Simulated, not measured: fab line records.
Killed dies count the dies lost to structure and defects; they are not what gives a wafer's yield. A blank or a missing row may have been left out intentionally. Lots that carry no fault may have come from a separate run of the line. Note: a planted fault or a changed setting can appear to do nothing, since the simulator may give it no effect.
Struck lot and sound lot, side by side | flow n5 finfet | 16 steps out of a route of 1938
Sound: these wafers, L822.1, L822.2, L822.5. Struck: wafers L815.1, L815.3. (L815.4 of the same lot was not struck and is left out.) The cause comes at the end.
Order at every step that has rows: each side's tool, ch and its chambers, its first start. Under that, the readings that differ: sound wafers | struck wafers | difference of the means | sigmas: that difference in standard deviations of wafers without a fault.
alike: readings with means less than 2 such deviations apart, plus words and numbers identical on both sides. not compared: withheld readings, readings lacking a value on some wafer, bounds such as >300 that could conceal the same value, and numbers that have no deviation in the record and whose values overlap.
Wherever a step has rows on one side only, a row that says differs or no value, or a row with sigmas, the two part there. When numbers do not overlap yet have no deviation, they are printed without sigmas and do not part them. A reading missing from all wafers of one side parts the sides only when that side holds two or more wafers.

first, 3 steps without rows for these wafers: N5_BEOL_M0_SAQP_EXPOSE_37 (exposes mask M0 CUT1, target cd 30 nm); N5_BEOL_M0_SAQP_PEB_38 (peb time 60 s); N5_BEOL_M0_SAQP_DEVELOP_39 (develop time 30 s).
N5_BEOL_M0_SAQP_CD_MEAS_40: target cd 30 nm.
  sound on cd sem-03 ch 0, day 9 18:44; struck on cd sem-01 ch 0, day 7 21:26
  alike: cd nm
N5_BEOL_M0_SAQP_OVL_MEAS_41:
  sound on overlay-01 ch 0, day 9 18:46; struck on overlay-02 ch 0, day 7 21:28
  alike: M0_CUT1_OVL
N5_BEOL_M0_SAQP_INSPECT_42: inspects for defects (brightfield).
  sound on defect inspect-02 at day 9 18:50; struck on defect inspect-01 at day 7 21:31
  alike: raw defect count
N5_BEOL_M0_SAQP_DESCUM_45: chemistry O2, time 7 s.
  sound on rie diel-02 ch 1,3, day 9 18:53; struck on rie diel-02 ch 2,3, day 7 21:36
  alike: chamber pressure mTorr, drypump motor current A, oes product au, rf vpp V, showerhead plenum p Torr, throttle valve pct
  not compared: rf hours counter h
N5_BEOL_M0_SAQP_ETCH_88: etches underlayer in N2/H2, target depth 6.5 nm, time 5.2 s.
  sound on rie diel-02 ch 1,3, day 9 18:56; struck on rie diel-02 ch 2,3, day 7 21:38
  alike: chamber pressure mTorr, drypump motor current A, etch rf on time s, oes product au, rf vpp V, showerhead plenum p Torr, throttle valve pct
  not compared: rf hours counter h
N5_BEOL_M0_SAQP_ETCH_73: etches SiARC in CF4, target depth 19.5 nm, time 32.5 s.
  sound on rie diel-02 ch 1,3, day 9 18:56; struck on rie diel-02 ch 2,3, day 7 21:39
  alike: chamber pressure mTorr, drypump motor current A, etch rf on time s, mfc ar sccm, oes product au, rf vpp V, showerhead plenum p Torr, throttle valve pct
  not compared: rf hours counter h
N5_BEOL_M0_SAQP_CUT_ETCH_46: etches SOC in N2/H2, target depth 135 nm, overetch 27 nm, time 202.5 s.
  sound on rie diel-02 ch 1,3, day 9 18:58; struck on rie diel-02 ch 2,3, day 7 21:41
  alike: chamber pressure mTorr, drypump motor current A, rf vpp V, showerhead plenum p Torr, throttle valve pct
  not compared: rf hours counter h
then, 2 steps without rows for these wafers: N5_BEOL_M0_SAQP_STRIP_74 (strips in N2/H2); N5_BEOL_M0_SAQP_STRIP_89 (strips in N2/H2).
N5_BEOL_M0_SAQP_ALD_48: deposits SiO2, target thk 20 nm, pulse time 1 s, co reactant pulse time 1 s.
  sound on ald sin-03 ch 0,3, day 9 19:11; struck on ald sin-04 ch 3, day 7 22:09
  reading                                       | sound       | struck    | difference | sigmas
  ald cycles                                    | 139 139 139 | 145 145   | +6         |
  model.SiO2_of_BEOL_M0_SAQP_ALD_48.thk nm (nm) | 20 20 20    | 20.8 20.8 | +0.8       |
  alike: heater power outer w, heater power w, precursor pulse height rel
N5_BEOL_M0_SAQP_ETCH_49: etches SiO2 in CF4/O2, target depth 37 nm.
  sound on rie diel-04 ch 1,2,3, day 9 19:42; struck on rie diel-05 ch 0,2, day 7 22:56
  alike: chamber pressure mTorr, drypump motor current A, mfc ar sccm, oes product au, rf vpp V, showerhead plenum p Torr, throttle valve pct
  not compared: rf hours counter h
-- a jump in the record: the struck wafers' starts before and after are 2 days apart (it breaks off in module BEOL_M0_SAQP and resumes in module BEOL_M4, where the first step shown is number 1111 of the route) --
N5_BEOL_M4_RC_MEAS_101:
  sound on prober-01 ch 0, day 12 05:40; struck on prober-01 ch 0, day 10 02:39
  reading       | sound          | struck    | difference | sigmas
  SS_N (mV/dec) | 70.1 71.5 71.4 | 72.4 72.8 | +1.6       | +2
  VT_P (mV)     | -256 -252 -250 | -245 -245 | +8         | +2
  alike: DIBL_N, DIBL_P, IOFF_N, IOFF_P, ION_N, ION_P, SS_P, VT_N
-- the record jumps here: 5 days lie between the struck wafers' starts before and after (it left off in module BEOL_M4 and takes up again in module PASSIVATION, whose first step shown is number 1936 of the route) --
N5_PASSIVATION_PROBE_49:
  sound on prober-01 at day 16 12:32; struck on prober-02 at day 14 19:43
  reading              | sound | struck | difference | sigmas
  sort_bin_8_speed (%) | 1.3   | 0 0.1  | -1         | -2
  alike: defect limited yield, killed_at_M0_to_M3, killed_at_M4_up, killed at contacts, killed at front end, killed at other, killed dies, killed open, killed short, sort_bin_5_function, sort_bin_6_memory, sort n pass, sort yield pct

## WHERE THEY PART
At N5_BEOL_M4_RC_MEAS_101 first; at N5_PASSIVATION_PROBE_49 last (within this record only).

WHY: the cause the simulator had injected
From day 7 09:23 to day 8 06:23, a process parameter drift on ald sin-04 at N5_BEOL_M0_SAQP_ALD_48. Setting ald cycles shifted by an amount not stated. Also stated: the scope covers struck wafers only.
